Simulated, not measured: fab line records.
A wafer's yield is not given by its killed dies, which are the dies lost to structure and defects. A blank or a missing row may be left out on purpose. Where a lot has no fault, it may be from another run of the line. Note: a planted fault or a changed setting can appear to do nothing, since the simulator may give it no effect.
Split-lot trial :: flow n5-finfet :: 7 lots, 21 wafers read, on a route of 1938 steps

## ON THE SPLIT
At N5_BEOL_M0_SAQP_PECVD_96 (deposits a-Si from SiH4/He, target thk 45 nm, time 45.2 s), the setting time-s was moved away from the recipe's 45.2 s on 9 of the 21 wafers read, by -14.6% to +8.4%. For the rest of the wafers, this setting stayed at what the recipe calls for.

Reading taken at the split's own step.

## THE READING
a-Si_of_BEOL_M0_SAQP_PECVD_96.thk-nm (the simulator's own value, which no gauge read), in nm, at N5_BEOL_M0_SAQP_PECVD_96 (deposits a-Si from SiH4/He, target thk 45 nm, time 45.2 s). The file does not state a usual value for it. Here, 12 wafers ran the recipe; their average is 45.0 nm with a standard deviation of 0.46 nm.

wafer: L074.3
tool, chamber at the split: pecvd-01, 0
time-s as run, s: 48.32
against the recipe: +6.9%
a-Si_of_BEOL_M0_SAQP_PECVD_96.thk-nm, nm: 47.6
against lot-mates on the recipe: +2.0

wafer: L074.4
tool, chamber at the split: pecvd-01, 0
time-s as run, s: 48.32
against the recipe: +6.9%
a-Si_of_BEOL_M0_SAQP_PECVD_96.thk-nm, nm: 49.2
against lot-mates on the recipe: +3.6

wafer: L074.6
tool, chamber at the split: pecvd-01, 2
time-s as run, s: 45.2
against the recipe: recipe
a-Si_of_BEOL_M0_SAQP_PECVD_96.thk-nm, nm: 45.6
against lot-mates on the recipe: -

wafer: L076.4
tool, chamber at the split: pecvd-02, 2
time-s as run, s: 45.2
against the recipe: recipe
a-Si_of_BEOL_M0_SAQP_PECVD_96.thk-nm, nm: 44.8
against lot-mates on the recipe: -

wafer: L076.5
tool, chamber at the split: pecvd-02, 0
time-s as run, s: 49
against the recipe: +8.4%
a-Si_of_BEOL_M0_SAQP_PECVD_96.thk-nm, nm: 48.6
against lot-mates on the recipe: +3.8

wafer: L076.6
tool, chamber at the split: pecvd-02, 1
time-s as run, s: 49
against the recipe: +8.4%
a-Si_of_BEOL_M0_SAQP_PECVD_96.thk-nm, nm: 49
against lot-mates on the recipe: +4.2

wafer: L079.3
tool, chamber at the split: pecvd-03, 1
time-s as run, s: 45.2
against the recipe: recipe
a-Si_of_BEOL_M0_SAQP_PECVD_96.thk-nm, nm: 44.8
against lot-mates on the recipe: -

wafer: L079.5
tool, chamber at the split: pecvd-03, 1
time-s as run, s: 45.2
against the recipe: recipe
a-Si_of_BEOL_M0_SAQP_PECVD_96.thk-nm, nm: 45
against lot-mates on the recipe: -

wafer: L079.6
tool, chamber at the split: pecvd-03, 0
time-s as run, s: 45.2
against the recipe: recipe
a-Si_of_BEOL_M0_SAQP_PECVD_96.thk-nm, nm: 45.2
against lot-mates on the recipe: -

wafer: L085.1
tool, chamber at the split: pecvd-01, 0
time-s as run, s: 38.62
against the recipe: -14.6%
a-Si_of_BEOL_M0_SAQP_PECVD_96.thk-nm, nm: 37.8
against lot-mates on the recipe: -6.9

wafer: L085.2
tool, chamber at the split: pecvd-01, 2
time-s as run, s: 45.2
against the recipe: recipe
a-Si_of_BEOL_M0_SAQP_PECVD_96.thk-nm, nm: 44.2
against lot-mates on the recipe: -

wafer: L085.6
tool, chamber at the split: pecvd-01, 1
time-s as run, s: 45.2
against the recipe: recipe
a-Si_of_BEOL_M0_SAQP_PECVD_96.thk-nm, nm: 45.2
against lot-mates on the recipe: -

wafer: L093.4
tool, chamber at the split: pecvd-01, 1
time-s as run, s: 38.62
against the recipe: -14.6%
a-Si_of_BEOL_M0_SAQP_PECVD_96.thk-nm, nm: 39
against lot-mates on the recipe: -5.8

wafer: L093.5
tool, chamber at the split: pecvd-01, 2
time-s as run, s: 45.2
against the recipe: recipe
a-Si_of_BEOL_M0_SAQP_PECVD_96.thk-nm, nm: 44.8
against lot-mates on the recipe: -

wafer: L093.6
tool, chamber at the split: pecvd-01, 0
time-s as run, s: 38.62
against the recipe: -14.6%
a-Si_of_BEOL_M0_SAQP_PECVD_96.thk-nm, nm: 37.8
against lot-mates on the recipe: -7.0

wafer: L095.1
tool, chamber at the split: pecvd-03, 0
time-s as run, s: 45.2
against the recipe: recipe
a-Si_of_BEOL_M0_SAQP_PECVD_96.thk-nm, nm: 44.8
against lot-mates on the recipe: -

wafer: L095.2
tool, chamber at the split: pecvd-03, 1
time-s as run, s: 47.6
against the recipe: +5.3%
a-Si_of_BEOL_M0_SAQP_PECVD_96.thk-nm, nm: 46.4
against lot-mates on the recipe: +1.9

wafer: L095.3
tool, chamber at the split: pecvd-03, 2
time-s as run, s: 45.2
against the recipe: recipe
a-Si_of_BEOL_M0_SAQP_PECVD_96.thk-nm, nm: 44.2
against lot-mates on the recipe: -

wafer: L096.4
tool, chamber at the split: pecvd-02, 1
time-s as run, s: 45.2
against the recipe: recipe
a-Si_of_BEOL_M0_SAQP_PECVD_96.thk-nm, nm: 45.8
against lot-mates on the recipe: -

wafer: L096.5
tool, chamber at the split: pecvd-02, 0
time-s as run, s: 45.2
against the recipe: recipe
a-Si_of_BEOL_M0_SAQP_PECVD_96.thk-nm, nm: 45.2
against lot-mates on the recipe: -

wafer: L096.6
tool, chamber at the split: pecvd-02, 2
time-s as run, s: 46.9
against the recipe: +3.8%
a-Si_of_BEOL_M0_SAQP_PECVD_96.thk-nm, nm: 47.6
against lot-mates on the recipe: +2.1

THE FIT
A straight line over all 21 wafers: a-Si_of_BEOL_M0_SAQP_PECVD_96.thk-nm changes by +0.465 nm for each +1% of time-s; r = +0.98; the points scatter about the line by 0.6 nm.
The same after taking each lot's own level away (the mean of its wafers on the recipe; 21 wafers): +0.449 nm for each +1%; r = +0.99; scatter 0.45 nm.
That fit puts the effect of the largest move of time-s on the reading at 6.5 nm.
The span of the lots' own levels, 44.50 to 45.60 nm, comes to 2.4 times the standard deviation stated above.
Hence the lot-to-lot level has little effect on the slope; both slopes agree.
Check: with one of the wafers moved furthest among these (-14.6%) left out of the fit, the line predicts -6.42 nm for it against its lot-mates. Against them it came out at -6.9 nm.

## THE OTHER SPLITS THESE WAFERS WENT THROUGH
These wafers also went through other splits before the reading. Each is held against what the fit with the lots' levels taken away leaves over:
other split on the same wafers: N5_HKMG_FIN_EXPOSE_46 dose-mj
wafers away from the commonest value: 6
r with a-Si_of_BEOL_M0_SAQP_PECVD_96.thk-nm (lot level and that fit taken away): -0.25

other split on the same wafers: N5_HKMG_FIN_ETCH_55 bias-w
wafers away from the commonest value: 7
r with a-Si_of_BEOL_M0_SAQP_PECVD_96.thk-nm (lot level and that fit taken away): -0.09

other split on the same wafers: N5_GATE_CUT_ETCH_58 time-s
wafers away from the commonest value: 6
r with a-Si_of_BEOL_M0_SAQP_PECVD_96.thk-nm (lot level and that fit taken away): -0.06

other split on the same wafers: N5_MOL_CONTACT_COAG_ALD_27 time-s
wafers away from the commonest value: 8
r with a-Si_of_BEOL_M0_SAQP_PECVD_96.thk-nm (lot level and that fit taken away): -0.06

other split on the same wafers: N5_MOL_CONTACT_COAG_ETCHBACK_134 time-s
wafers away from the commonest value: 10
r with a-Si_of_BEOL_M0_SAQP_PECVD_96.thk-nm (lot level and that fit taken away): -0.01

## THE FILE'S OWN FIT
a-Si_of_BEOL_M0_SAQP_PECVD_96.thk-nm changes by +0.453 nm for each +1% of time-s, r = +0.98.
